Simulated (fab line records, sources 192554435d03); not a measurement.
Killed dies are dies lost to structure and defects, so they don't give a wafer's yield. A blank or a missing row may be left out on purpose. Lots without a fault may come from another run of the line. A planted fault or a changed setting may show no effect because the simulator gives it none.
Chamber matching | flow n5_finfet | N5_BEOL_M3_DEP_57 on pecvd-04: 3 sister chambers
The step deposits SiCN from 3MS/NH3, target thk 8 nm, time 14 s. 6 wafers are shown with their chamber, then 11 later ones without.

WAFERS WITH THEIR CHAMBER
wafer  | chamber | showerhead_plenum_p_Torr (Torr) | throttle_valve_pct (%)
L084.5 | 1       | 3.664                           | 9.4
L085.5 | 2       | 3.670                           | 8.9
L086.1 | 1       | 3.656                           | 9.4
L086.2 | 0       | 3.686                           | 9.5
L086.3 | 2       | 3.680                           | 8.6
L086.4 | 0       | 3.690                           | 9.4

WAFERS WITHOUT THEIR CHAMBER
wafer  | showerhead_plenum_p_Torr (Torr) | throttle_valve_pct (%)
L086.5 | 3.683                           | 8.6
L086.6 | 3.670                           | 9.4
L089.1 | 3.654                           | 9.3
L089.3 | 3.690                           | 9.5
L089.4 | 3.680                           | 8.6
L094.1 | 3.684                           | 8.7
L094.2 | 3.676                           | 9.5
L094.3 | 3.664                           | 9.2
L094.4 | 3.673                           | 8.8
L094.5 | 3.657                           | 9.5
L094.6 | 3.682                           | 9.5

WHICH CHAMBER EACH WENT THROUGH
wafer  | from the rows above     | in truth
L086.5 | 2                       | 2
L086.6 | can't be placed: 1 or 0 | 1
L089.1 | 1                       | 1
L089.3 | 0                       | 0
L089.4 | 2                       | 2
L094.1 | 2                       | 2
L094.2 | can't be placed: 0 or 1 | 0
L094.3 | 1                       | 1
L094.4 | 2                       | 2
L094.5 | 1                       | 1
L094.6 | 0                       | 0
Placed correctly: 9 of 11. Can't be placed from these rows: 2 (the true chamber is among the candidates in 2). Placed wrongly: 0.
How it was worked out, from the rows above alone: a wafer's distance from a chamber is the root of the sum, over the readings, of the square of ((its reading less the chamber's mean) divided by the reading's scatter). The wafer belongs to the nearest chamber; if the next one is less than 2 further off, it can't be placed. A chamber's mean is the mean of its shown wafers. The scatter: the root of (the sum of the squares of (reading less its chamber's mean) over the shown wafers, divided by (wafers less chambers)).
